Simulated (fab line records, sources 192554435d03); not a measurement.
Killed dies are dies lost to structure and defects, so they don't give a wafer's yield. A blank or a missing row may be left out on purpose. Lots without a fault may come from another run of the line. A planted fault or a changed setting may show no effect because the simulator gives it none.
Which tool did it? | flow n5_finfet | 24 lots, 72 wafers sampled, at 6 steps of a route of 1938

WHAT THE GAUGES READ, wafer by wafer
N5_BEOL_M7_OVL_MEAS_29.
lot  | measured     | on         | V6_OVL (nm)
L075 | day 9 13:56  | overlay-02 | 0.1 -0.1 1.5
L074 | day 9 20:32  | overlay-02 | -0.2 -0.7 0.0
L077 | day 10 08:58 | overlay-02 | 0.5 0.0 -0.4
L076 | day 10 09:08 | overlay-01 | 1.2 -0.1 0.3
L078 | day 10 19:49 | overlay-02 | 0.8 1.1 1.0
L079 | day 11 10:43 | overlay-01 | 1.0 1.2 1.5
L082 | day 11 23:16 | overlay-01 | 0.4 -0.7 1.5
L081 | day 12 01:26 | overlay-02 | 0.0 0.2 0.1
L080 | day 12 10:49 | overlay-01 | 0.2 0.9 1.4
L083 | day 12 10:59 | overlay-02 | -1.7 0.1 0.6
L084 | day 12 11:41 | overlay-01 | 0.3 0.3 0.9
L085 | day 12 12:50 | overlay-01 | 0.0 0.1 1.2
L086 | day 12 23:58 | overlay-01 | -1.0 0.1 -1.2
L088 | day 13 18:14 | overlay-01 | 1.1 1.0 0.7
L087 | day 13 21:28 | overlay-01 | -0.2 0.4 0.6
L091 | day 14 01:13 | overlay-01 | -0.8 0.1 0.9
L089 | day 14 06:51 | overlay-01 | -0.9 0.3 0.9
L092 | day 15 01:11 | overlay-01 | 1.4 0.2 0.7
L090 | day 15 03:06 | overlay-02 | -0.7 0.6 0.2
L093 | day 15 06:13 | overlay-02 | -0.3 -0.7 -0.1
L094 | day 16 09:02 | overlay-01 | -0.1 -0.7 0.9
L095 | day 16 09:05 | overlay-02 | -0.5 0.8 0.0
L096 | day 16 09:16 | overlay-02 | 0.6 0.2 2.2
L097 | day 16 12:11 | overlay-01 | 2.4 1.7 1.0

N5_BEOL_M8_THK_MEAS_01.
lot  | measured     | on            | M8_ILD_THK (nm)
L075 | day 9 18:07  | film_metro-02 | 149.3 152.4 151.9
L074 | day 10 03:59 | film_metro-02 | 153.6 154.5 154.7
L077 | day 10 16:31 | film_metro-02 | 153.4 158.4 156.7
L076 | day 10 17:32 | film_metro-01 | 151.1 155.3 151.6
L078 | day 11 04:10 | film_metro-02 | 153.9 155.3 152.0
L079 | day 11 17:40 | film_metro-01 | 149.3 153.8 154.5
L082 | day 12 04:16 | film_metro-02 | 154.2 157.7 157.4
L081 | day 12 05:48 | film_metro-01 | 154.3 154.4 155.5
L080 | day 12 15:14 | film_metro-02 | 154.1 156.3 156.9
L083 | day 12 15:31 | film_metro-01 | 153.2 151.8 155.0
L084 | day 12 15:49 | film_metro-01 | 154.2 155.8 154.1
L085 | day 12 18:29 | film_metro-02 | 153.7 155.0 155.7
L086 | day 13 04:38 | film_metro-01 | 150.1 155.7 156.5
L088 | day 13 22:08 | film_metro-02 | 155.3 156.8 157.0
L087 | day 14 00:52 | film_metro-02 | 150.0 149.9 152.2
L091 | day 14 05:49 | film_metro-02 | 152.2 153.7 151.6
L089 | day 14 12:16 | film_metro-01 | 151.8 157.1 156.5
L092 | day 15 08:29 | film_metro-01 | 157.1 155.8 155.0
L090 | day 15 09:26 | film_metro-01 | 152.7 154.0 157.3
L093 | day 15 12:44 | film_metro-02 | 153.6 153.1 155.0
L094 | day 16 14:13 | film_metro-01 | 155.0 154.8 153.9
L095 | day 16 13:50 | film_metro-02 | 152.4 153.3 155.5
L096 | day 16 14:46 | film_metro-01 | 153.1 154.8 156.1
L097 | day 16 16:18 | film_metro-02 | 151.7 151.9 155.0

N5_BEOL_M9_CD_MEAS_11: target cd 64.1 nm.
lot  | measured     | on        | cd_nm (nm)
L075 | day 10 04:44 | cd_sem-02 | 64.5 64.9 64.0
L074 | day 10 20:57 | cd_sem-03 | 65.0 65.1 64.5
L077 | day 11 05:05 | cd_sem-02 | 64.3 62.8 64.2
L076 | day 11 08:02 | cd_sem-01 | 64.3 64.6 64.9
L078 | day 11 14:02 | cd_sem-03 | 64.2 63.3 63.3
L079 | day 12 07:47 | cd_sem-01 | 65.0 64.9 64.8
L082 | day 12 12:03 | cd_sem-03 | 65.1 63.7 65.3
L081 | day 12 16:43 | cd_sem-01 | 64.6 64.6 64.9
L080 | day 13 01:28 | cd_sem-01 | 63.2 64.6 64.5
L083 | day 13 03:27 | cd_sem-01 | 64.1 63.7 63.8
L084 | day 13 04:11 | cd_sem-03 | 63.8 64.3 64.0
L085 | day 13 06:35 | cd_sem-01 | 63.6 64.0 64.0
L086 | day 13 11:41 | cd_sem-01 | 64.4 64.3 63.6
L088 | day 14 08:59 | cd_sem-03 | 64.5 64.3 64.4
L087 | day 14 15:13 | cd_sem-02 | 64.7 64.5 64.1
L091 | day 14 18:00 | cd_sem-02 | 64.4 64.3 64.5
L089 | day 15 00:43 | cd_sem-01 | 64.1 64.9 64.7
L092 | day 16 02:55 | cd_sem-02 | 64.3 63.4 63.0
L090 | day 15 20:10 | cd_sem-02 | 63.3 63.6 63.6
L093 | day 16 02:44 | cd_sem-02 | 64.5 63.9 63.2
L094 | day 16 22:07 | cd_sem-02 | 64.0 64.4 64.8
L095 | day 17 01:58 | cd_sem-03 | 64.7 64.7 64.4
L096 | day 17 00:52 | cd_sem-01 | 64.9 64.6 65.0
L097 | day 17 02:15 | cd_sem-01 | 64.6 64.7 65.5

WHICH TOOL RAN EACH LOT (tool, then ch and the chambers of the sampled wafers, then the start)
lot  | N5_BEOL_M7_ETCH_41                            | N5_BEOL_M8_TRENCH_ETCH_37                     | N5_BEOL_M9_HM_DEP_02
L075 | rie_diel-01 ch 0,1,2, day 9 18:07 or earlier  | rie_diel-06 ch 0,2,3, day 10 04:14 or earlier | pvd_sputter-01, day 10 04:14
L074 | rie_diel-03 ch 0,3, day 10 03:59 or earlier   | rie_diel-05 ch 1,2,3, day 10 20:35 or earlier | pvd_sputter-03, day 10 20:35
L077 | rie_diel-01 ch 0,3, day 10 16:31 or earlier   | rie_diel-05 ch 0,3, day 11 04:35 or earlier   | pvd_sputter-02, day 11 04:35
L076 | rie_diel-03 ch 1,2,3, day 10 17:32 or earlier | rie_diel-05 ch 0,1,2, day 11 07:40 or earlier | pvd_sputter-01, day 11 07:40
L078 | rie_diel-02 ch 0,2,3, day 11 04:10 or earlier | rie_diel-06 ch 0,1,2, day 11 13:40 or earlier | pvd_sputter-03, day 11 13:40
L079 | rie_diel-01 ch 0,1,3, day 11 17:40 or earlier | rie_diel-06 ch 0,1,3, day 12 07:17 or earlier | pvd_sputter-01, day 12 07:17
L082 | rie_diel-02 ch 0,3, day 12 04:16 or earlier   | rie_diel-06 ch 0,1,3, day 12 11:33 or earlier | pvd_sputter-02, day 12 11:33
L081 | rie_diel-02 ch 1,2, day 12 05:48 or earlier   | rie_diel-05 ch 0,2, day 12 16:21 or earlier   | pvd_sputter-03, day 12 16:21
L080 | rie_diel-01 ch 1,2, day 12 15:14 or earlier   | rie_diel-06 ch 2,3, day 13 01:05 or earlier   | pvd_sputter-03, day 13 01:05
L083 | rie_diel-02 ch 1,3, day 12 15:31 or earlier   | rie_diel-05 ch 0,2, day 13 02:57 or earlier   | pvd_sputter-02, day 13 02:57
L084 | rie_diel-01 ch 1,2,3, day 12 15:49 or earlier | rie_diel-04 ch 0,1, day 13 03:41 or earlier   | pvd_sputter-02, day 13 03:41
L085 | rie_diel-03 ch 2,3, day 12 18:29 or earlier   | rie_diel-04 ch 1,3, day 13 06:05 or earlier   | pvd_sputter-02, day 13 06:05
L086 | rie_diel-03 ch 1,2,3, day 13 04:38 or earlier | rie_diel-05 ch 0,1,2, day 13 11:19 or earlier | pvd_sputter-02, day 13 11:19
L088 | rie_diel-03 ch 0,1,3, day 13 22:08 or earlier | rie_diel-05 ch 0,1, day 14 08:30 or earlier   | pvd_sputter-01, day 14 08:30
L087 | rie_diel-01 ch 0,1, day 14 00:52 or earlier   | rie_diel-04 ch 0,1,3, day 14 14:50 or earlier | pvd_sputter-02, day 14 14:50
L091 | rie_diel-03 ch 0,1,2, day 14 05:49 or earlier | rie_diel-04 ch 0,2,3, day 14 17:30 or earlier | pvd_sputter-03, day 14 17:30
L089 | rie_diel-03 ch 0,3, day 14 12:16 or earlier   | rie_diel-05 ch 1,3, day 15 00:20 or earlier   | pvd_sputter-01, day 15 00:20
L092 | rie_diel-02 ch 1,2,3, day 15 08:29 or earlier | rie_diel-04 ch 0,2,3, day 16 02:32 or earlier | pvd_sputter-03, day 16 02:32
L090 | rie_diel-02 ch 1,2,3, day 15 09:26 or earlier | rie_diel-05 ch 0,1,2, day 15 19:48 or earlier | pvd_sputter-01, day 15 19:48
L093 | rie_diel-01 ch 1,2, day 15 12:44 or earlier   | rie_diel-06 ch 0,2,3, day 16 02:14 or earlier | pvd_sputter-03, day 16 02:14
L094 | rie_diel-02 ch 0,3, day 16 14:13 or earlier   | rie_diel-06 ch 1,2,3, day 16 21:44 or earlier | pvd_sputter-01, day 16 21:44
L095 | rie_diel-01 ch 0,2, day 16 13:50 or earlier   | rie_diel-04 ch 0,2, day 17 01:28 or earlier   | pvd_sputter-01, day 17 01:28
L096 | rie_diel-03 ch 0,3, day 16 14:46 or earlier   | rie_diel-04 ch 1,2, day 17 00:22 or earlier   | pvd_sputter-02, day 17 00:22
L097 | rie_diel-01 ch 0,2, day 16 16:18 or earlier   | rie_diel-06 ch 0,1,2, day 17 01:46 or earlier | pvd_sputter-01, day 17 01:46
- N5_BEOL_M7_ETCH_41: etches SiCN in CH3F/O2, target depth 31.9 nm, time 57.8 s.
- N5_BEOL_M8_TRENCH_ETCH_37: etches SiCOH lowk in C4F6/O2, target depth 93.478 nm, time 31.2 s.
- N5_BEOL_M9_HM_DEP_02: deposits TiN, target thk 20 nm.

WHAT THE TOOLS THEMSELVES READ (means of the sampled wafers that have a number; where no wafer has one, the mark that the record gives instead)
N5_BEOL_M7_ETCH_41.
lot  | tool        | drypump_motor_current_A (A) | oes_product_au (a.u.) | rf_vpp_V (V) | showerhead_plenum_p_Torr (Torr) | throttle_valve_pct (%)
L075 | rie_diel-01 | 5.8                         | 0.72                  | 297.7        | 2.01                            | 16.61
L074 | rie_diel-03 | 5.5                         | 0.72                  | 296.7        | 1.99                            | 16.63
L077 | rie_diel-01 | 6.0                         | 0.72                  | 297.4        | 1.96                            | 16.54
L076 | rie_diel-03 | 5.6                         | 0.80                  | 297.7        | 2.03                            | 16.55
L078 | rie_diel-02 | 5.5                         | 0.83                  | 298.9        | 2.02                            | 16.39
L079 | rie_diel-01 | 6.0                         | 0.72                  | 296.3        | 1.96                            | 16.56
L082 | rie_diel-02 | 5.5                         | 0.86                  | 297.3        | 2.01                            | 16.15
L081 | rie_diel-02 | 5.7                         | 0.70                  | 297.2        | 2.01                            | 16.66
L080 | rie_diel-01 | 5.9                         | 0.72                  | 299.0        | 2.00                            | 16.65
L083 | rie_diel-02 | 5.2                         | 0.84                  | 299.9        | 2.11                            | 16.51
L084 | rie_diel-01 | 6.0                         | 0.71                  | 297.0        | 1.97                            | 16.58
L085 | rie_diel-03 | 5.4                         | 0.73                  | 296.9        | 1.98                            | 16.67
L086 | rie_diel-03 | 5.6                         | 0.78                  | 297.6        | 2.03                            | 16.58
L088 | rie_diel-03 | 5.6                         | 0.77                  | 297.3        | 2.03                            | 16.54
L087 | rie_diel-01 | 5.9                         | 0.71                  | 297.1        | 1.98                            | 16.66
L091 | rie_diel-03 | 5.5                         | 0.78                  | 297.9        | 2.03                            | 16.51
L089 | rie_diel-03 | 5.5                         | 0.71                  | 296.6        | 1.98                            | 16.68
L092 | rie_diel-02 | 5.4                         | 0.75                  | 297.8        | 2.05                            | 16.63
L090 | rie_diel-02 | 5.4                         | 0.75                  | 298.1        | 2.05                            | 16.63
L093 | rie_diel-01 | 5.9                         | 0.70                  | 298.3        | 2.00                            | 16.70
L094 | rie_diel-02 | 5.3                         | 0.85                  | 298.6        | 2.07                            | 16.37
L095 | rie_diel-01 | 5.6                         | 0.69                  | 298.2        | 2.01                            | 16.73
L096 | rie_diel-03 | 5.4                         | 0.71                  | 296.1        | 1.98                            | 16.63
L097 | rie_diel-01 | 5.6                         | 0.68                  | 298.0        | 2.01                            | 16.73

N5_BEOL_M8_TRENCH_ETCH_37.
lot  | tool        | drypump_motor_current_A (A) | oes_product_au (a.u.) | rf_vpp_V (V) | showerhead_plenum_p_Torr (Torr) | throttle_valve_pct (%)
L075 | rie_diel-06 | 5.55                        | 0.90                  | 668          | 2.98                            | 20.69
L074 | rie_diel-05 | 5.95                        | 0.88                  | 658          | 2.86                            | 20.81
L077 | rie_diel-05 | 5.70                        | 0.81                  | 660          | 2.83                            | 20.71
L076 | rie_diel-05 | 5.83                        | 0.82                  | 663          | 2.87                            | 20.71
L078 | rie_diel-06 | 5.65                        | 0.83                  | 676          | 2.93                            | 20.80
L079 | rie_diel-06 | 5.49                        | 0.86                  | 665          | 2.89                            | 20.74
L082 | rie_diel-06 | 5.48                        | 0.86                  | 665          | 2.89                            | 20.75
L081 | rie_diel-05 | 5.96                        | 0.79                  | 659          | 2.85                            | 20.97
L080 | rie_diel-06 | 5.60                        | 0.85                  | 678          | 2.99                            | 20.63
L083 | rie_diel-05 | 5.96                        | 0.78                  | 660          | 2.85                            | 20.96
L084 | rie_diel-04 | 5.65                        | 0.92                  | 672          | 2.83                            | 20.66
L085 | rie_diel-04 | 6.04                        | 0.85                  | 683          | 2.97                            | 20.93
L086 | rie_diel-05 | 5.83                        | 0.80                  | 662          | 2.86                            | 20.75
L088 | rie_diel-05 | 5.73                        | 0.80                  | 664          | 2.87                            | 20.54
L087 | rie_diel-04 | 5.82                        | 0.87                  | 676          | 2.90                            | 20.80
L091 | rie_diel-04 | 5.63                        | 0.91                  | 678          | 2.95                            | 20.87
L089 | rie_diel-05 | 5.89                        | 0.83                  | 653          | 2.83                            | 20.81
L092 | rie_diel-04 | 5.64                        | 0.89                  | 678          | 2.94                            | 20.89
L090 | rie_diel-05 | 5.85                        | 0.77                  | 662          | 2.85                            | 20.78
L093 | rie_diel-06 | 5.53                        | 0.82                  | 668          | 2.96                            | 20.77
L094 | rie_diel-06 | 5.54                        | 0.81                  | 672          | 2.88                            | 20.74
L095 | rie_diel-04 | 5.45                        | 0.91                  | 670          | 2.95                            | 20.91
L096 | rie_diel-04 | 5.84                        | 0.87                  | 664          | 2.92                            | 20.90
L097 | rie_diel-06 | 5.64                        | 0.78                  | 677          | 2.91                            | 20.87

N5_BEOL_M9_HM_DEP_02.
lot  | tool           | substrate_temp_c (C) | throttle_valve_pct (%)
L075 | pvd_sputter-01 | 24.90                | 31.8
L074 | pvd_sputter-03 | 25.02                | 30.1
L077 | pvd_sputter-02 | 24.99                | 31.5
L076 | pvd_sputter-01 | 24.92                | 30.6
L078 | pvd_sputter-03 | 24.99                | 30.1
L079 | pvd_sputter-01 | 25.01                | 30.8
L082 | pvd_sputter-02 | 24.94                | 30.7
L081 | pvd_sputter-03 | 25.02                | 30.8
L080 | pvd_sputter-03 | 25.01                | 30.2
L083 | pvd_sputter-02 | 25.03                | 31.3
L084 | pvd_sputter-02 | 24.96                | 30.9
L085 | pvd_sputter-02 | 24.96                | 30.9
L086 | pvd_sputter-02 | 25.01                | 31.2
L088 | pvd_sputter-01 | 25.01                | 31.2
L087 | pvd_sputter-02 | 24.96                | 30.1
L091 | pvd_sputter-03 | 24.92                | 30.6
L089 | pvd_sputter-01 | 25.07                | 30.8
L092 | pvd_sputter-03 | 24.90                | 30.8
L090 | pvd_sputter-01 | 24.91                | 30.9
L093 | pvd_sputter-03 | 24.99                | 30.3
L094 | pvd_sputter-01 | 25.04                | 31.0
L095 | pvd_sputter-01 | 24.92                | 30.0
L096 | pvd_sputter-02 | 24.97                | 31.4
L097 | pvd_sputter-01 | 25.08                | 31.0

THE ANSWER, worked out from the rows above alone
Rule: what is usual is taken from the lots themselves. Put in order of their means at a reading, lots are off if they are a third of the lots or fewer, leave a main group of 4 or more, and stand apart from it by a gap of 3 or more times the standard deviation of the main group's means; of several such gaps the widest counts. A main group whose means are all the same, to the digits that the tables above print for the reading, isn't used. A lot without any number at a reading at which 4 lots or more have one is off too. The other lots that the step has rows for count as sound. The gauges are gone through in route order, then the tools' own readings, and for those a lot's mean is taken as printed above. The first step at which some lot is off is used, and at that step the reading that is off furthest; a lot without a number counts as furthest.
No lot is off at any reading shown: from this, nothing can be told.

WHAT THE SIMULATOR HAD PUT IN
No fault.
